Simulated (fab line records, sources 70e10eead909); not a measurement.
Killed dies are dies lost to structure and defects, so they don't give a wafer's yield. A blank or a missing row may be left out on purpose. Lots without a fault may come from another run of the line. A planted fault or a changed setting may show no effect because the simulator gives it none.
Chamber matching | flow nand_harc | NHARC_P_GATE_DESCUM_61 on rie_diel-12: 4 sister chambers
The step chemistry O2, time 3 s. 22 wafers are shown with their chamber, then 11 later ones without.

WAFERS WITH THEIR CHAMBER
wafer  | chamber | drypump_motor_current_A (A) | oes_product_au (a.u.) | rf_vpp_V (V)
L075.2 | 2       | 5.4                         | 0.988                 | 56.9
L075.3 | 0       | 6.4                         | 1.006                 | 58.4
L075.5 | 1       | 5.0                         | 0.998                 | 58.0
L076.1 | 2       | 5.4                         | 1.017                 | 58.2
L076.2 | 3       | 5.7                         | 1.007                 | 58.2
L076.5 | 3       | 5.7                         | 1.007                 | 59.0
L077.2 | 0       | 6.4                         | 1.005                 | 59.9
L077.4 | 2       | 5.4                         | 1.005                 | 58.0
L077.6 | 0       | 6.4                         | 1.006                 | 57.7
L078.1 | 1       | 5.0                         | 0.994                 | 58.2
L078.2 | 3       | 5.7                         | 1.002                 | 57.4
L078.4 | 2       | 5.4                         | 1.001                 | 57.8
L081.1 | 3       | 5.7                         | 1.006                 | 57.8
L081.2 | 2       | 5.4                         | 1.012                 | 57.9
L081.4 | 0       | 6.4                         | 0.999                 | 58.8
L084.1 | 1       | 4.9                         | 0.989                 | 58.0
L084.3 | 2       | 5.4                         | 1.015                 | 56.8
L084.5 | 1       | 5.0                         | 0.982                 | 56.7
L085.3 | 1       | 4.9                         | 1.005                 | 56.4
L085.4 | 2       | 5.4                         | 1.001                 | 57.8
L085.5 | 3       | 5.7                         | 1.009                 | 57.5
L086.1 | 2       | 5.4                         | 1.000                 | 57.5

SIGNATURES (means of the wafers above)
reading                 | chamber 0 | chamber 1 | chamber 2 | chamber 3 | scatter within a chamber
drypump_motor_current_A | 6.400     | 4.960     | 5.400     | 5.700     | 0.0258
oes_product_au          | 1.00400   | 0.99360   | 1.00487   | 1.00620   | 0.00747
rf_vpp_V                | 58.700    | 57.460    | 57.612    | 57.980    | 0.703
Rule: a wafer's distance from a chamber is the root of the sum, over the readings, of the square of ((its reading less the chamber's mean) divided by the reading's scatter). The wafer belongs to the nearest chamber; if the next one is less than 2 further off, it can't be placed. The scatter: the root of (the sum of the squares of (reading less its chamber's mean) over the shown wafers, divided by (wafers less chambers)).

WAFERS WITHOUT THEIR CHAMBER
wafer  | drypump_motor_current_A (A) | oes_product_au (a.u.) | rf_vpp_V (V)
L086.5 | 6.4                         | 0.990                 | 58.4
L086.6 | 4.9                         | 0.977                 | 57.4
L088.1 | 5.4                         | 1.009                 | 57.5
L088.4 | 5.0                         | 0.990                 | 58.0
L088.6 | 6.4                         | 0.997                 | 58.3
L091.1 | 5.7                         | 1.004                 | 57.7
L091.2 | 5.4                         | 1.014                 | 56.5
L091.3 | 6.4                         | 0.991                 | 58.1
L095.3 | 5.7                         | 1.012                 | 58.0
L095.4 | 6.4                         | 0.983                 | 57.3
L095.6 | 4.9                         | 1.001                 | 58.3

WHICH CHAMBER EACH WENT THROUGH
wafer  | from the rows above | in truth
L086.5 | 0                   | 0
L086.6 | 1                   | 1
L088.1 | 2                   | 2
L088.4 | 1                   | 1
L088.6 | 0                   | 0
L091.1 | 3                   | 3
L091.2 | 2                   | 2
L091.3 | 0                   | 0
L095.3 | 3                   | 3
L095.4 | 0                   | 0
L095.6 | 1                   | 1
Placed correctly: 11 of 11. Can't be placed from these rows: 0. Placed wrongly: 0.
